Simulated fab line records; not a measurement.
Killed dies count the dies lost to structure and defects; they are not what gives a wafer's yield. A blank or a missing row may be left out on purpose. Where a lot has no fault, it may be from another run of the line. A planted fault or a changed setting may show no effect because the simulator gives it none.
The tool behind it: which one?    flow nandHarc    72 wafers from 24 lots sampled at 2 of the route's 1302 steps

## WHAT EACH GAUGE READ, for each wafer
NHARC_A_SGD_CUT_OVL_MEAS_10.
lot   measured      on          overlayXNm (nm)  overlayYNm (nm)
L075  day 19 01:40  overlay-02  0.0 0.3 1.1      -0.5 -0.1 0.1
L074  day 19 15:30  overlay-01  0.4 0.9 0.9      -0.2 0.0 0.1
L076  day 20 03:12  overlay-02  0.5 0.2 0.6      0.8 1.3 0.8
L077  day 20 10:45  overlay-02  1.3 1.0 1.5      -0.7 -1.1 -0.8
L079  day 20 19:49  overlay-02  -0.4 -0.5 -0.2   -0.2 0.3 0.7
L078  day 20 20:08  overlay-02  1.6 1.5 0.9      0.2 0.7 0.2
L081  day 22 07:02  overlay-01  -0.6 -0.4 -0.2   -1.9 -1.1 -1.4
L082  day 22 07:20  overlay-02  -1.0 -0.9 -0.5   0.2 0.3 0.7
L080  day 22 08:16  overlay-02  0.2 1.2 0.6      0.1 -0.6 0.0
L083  day 22 11:40  overlay-02  -0.5 0.2 0.1     0.1 0.1 0.2
L084  day 24 01:20  overlay-02  -1.1 -0.2 -0.5   -0.4 -0.7 -0.4
L086  day 24 11:56  overlay-02  -0.4 -0.4 -0.5   -0.1 0.1 -0.1
L087  day 24 12:11  overlay-01  -0.3 -0.7 -1.1   -0.8 -1.0 -0.9
L085  day 24 12:20  overlay-02  -0.2 -0.3 -0.1   0.7 0.4 0.7
L089  day 24 22:25  overlay-02  -0.9 -1.1 -0.7   -0.2 0.3 0.0
L088  day 25 09:55  overlay-02  -0.5 -1.0 -0.9   -0.1 -0.3 0.2
L090  day 25 20:42  overlay-02  0.6 0.5 -0.1     -0.6 -0.6 -0.1
L092  day 25 23:21  overlay-02  0.3 0.3 1.2      -1.7 -1.7 -1.8
L091  day 26 03:14  overlay-02  0.2 0.0 -0.4     -0.1 -0.3 -0.9
L093  day 27 14:51  overlay-02  -1.8 -1.6 -1.2   -0.2 -0.3 -0.4
L095  day 27 22:31  overlay-02  -0.7 -0.7 -0.3   -0.3 -0.3 -1.0
L097  day 28 02:36  overlay-01  -1.0 -1.1 -1.3   0.2 0.1 0.4
L094  day 28 02:50  overlay-02  0.2 -0.1 -0.7    -0.8 -0.4 -0.3
L096  day 28 15:22  overlay-02  -1.5 -1.3 -1.5   0.0 -0.8 -0.7

## WHAT TOOL EACH LOT RAN ON (gives the tool, then ch and the chambers of the sampled wafers, and finally the start)
lot   NHARC_A_STAIRCASE_CMP_472
L075  cmp-04 ch 0,1,2, day 19 00:35
L074  cmp-02 ch 0,1,3, day 19 14:17
L076  cmp-03 ch 2,3, day 20 02:05
L077  cmp-04 ch 0,2, day 20 09:38
L079  cmp-03 ch 0,1,2, day 20 18:33
L078  cmp-02 ch 1,2,3, day 20 18:50
L081  cmp-04 ch 0,1,3, day 22 05:56
L082  cmp-03 ch 0,1,3, day 22 06:05
L080  cmp-04 ch 0,1,2, day 22 07:04
L083  cmp-04 ch 0,1,3, day 22 10:27
L084  cmp-03 ch 0,1,2, day 24 00:08
L086  cmp-03 ch 0,1, day 24 10:41
L087  cmp-02 ch 0,1, day 24 10:58
L085  cmp-03 ch 2,3, day 24 11:04
L089  cmp-03 ch 0,1,2, day 24 21:20
L088  cmp-04 ch 0,1, day 25 08:44
L090  cmp-02 ch 2,3, day 25 19:38
L092  cmp-03 ch 0,1,3, day 25 22:19
L091  cmp-02 ch 0,1, day 26 02:00
L093  cmp-03 ch 0,2,3, day 27 13:38
L095  cmp-03 ch 0,1,2, day 27 21:17
L097  cmp-02 ch 2,3, day 28 01:22
L094  cmp-03 ch 0,2,3, day 28 01:37
L096  cmp-02 ch 1,2, day 28 14:17
- NHARC_A_STAIRCASE_CMP_472: polishes SiO2.

## WHAT THE TOOLS THEMSELVES READ (means of the sampled wafers that have a number; where no wafer has one, the mark that the record gives instead)
NHARC_A_STAIRCASE_CMP_472.
lot   tool    edgeZonePressureFrac  motorCurrentA (A)  retainingRingPressureFrac
L075  cmp-04  0.998                 11.9               0.999
L074  cmp-02  1.002                 11.0               1.000
L076  cmp-03  0.994                 10.4               1.001
L077  cmp-04  1.002                 10.2               1.001
L079  cmp-03  1.000                 11.7               0.999
L078  cmp-02  1.001                 12.0               1.002
L081  cmp-04  0.998                 12.4               0.999
L082  cmp-03  1.001                 11.2               0.998
L080  cmp-04  1.001                 12.1               1.002
L083  cmp-04  0.998                 12.3               1.002
L084  cmp-03  1.002                 11.6               0.996
L086  cmp-03  0.999                 11.8               0.998
L087  cmp-02  0.996                 10.4               0.992
L085  cmp-03  0.993                 10.3               1.001
L089  cmp-03  1.000                 11.4               0.998
L088  cmp-04  1.000                 11.3               1.001
L090  cmp-02  0.992                 13.9               0.997
L092  cmp-03  0.996                 11.8               0.997
L091  cmp-02  1.000                 9.9                0.997
L093  cmp-03  1.002                 10.8               0.999
L095  cmp-03  0.997                 11.5               0.998
L097  cmp-02  1.000                 13.6               0.998
L094  cmp-03  0.994                 10.8               1.002
L096  cmp-02  0.999                 12.7               0.997

## THE ANSWER, worked out from the rows above alone
Rule: the usual values come from the lots themselves. Put in order of their means at a reading, lots are off if they are a third of the lots or fewer, leave a main group of 4 or more, and stand apart from it by a gap of 3 or more times the standard deviation of the main group's means; of several such gaps the widest counts. A main group is skipped when, at the precision printed for the reading in the tables above, its means are all equal. A lot without any number at a reading at which 4 lots or more have one is off too. All remaining lots with rows at the step are treated as sound. Order of review: gauges by route order, followed by the tools' own readings, for which a lot's mean as printed above is used. The first step at which some lot is off is used, and at that step the reading that is off furthest; a lot without a number counts as furthest.
None of the lots is off at any reading shown; this tells nothing.

## WHAT THE SIMULATOR HAD PUT IN
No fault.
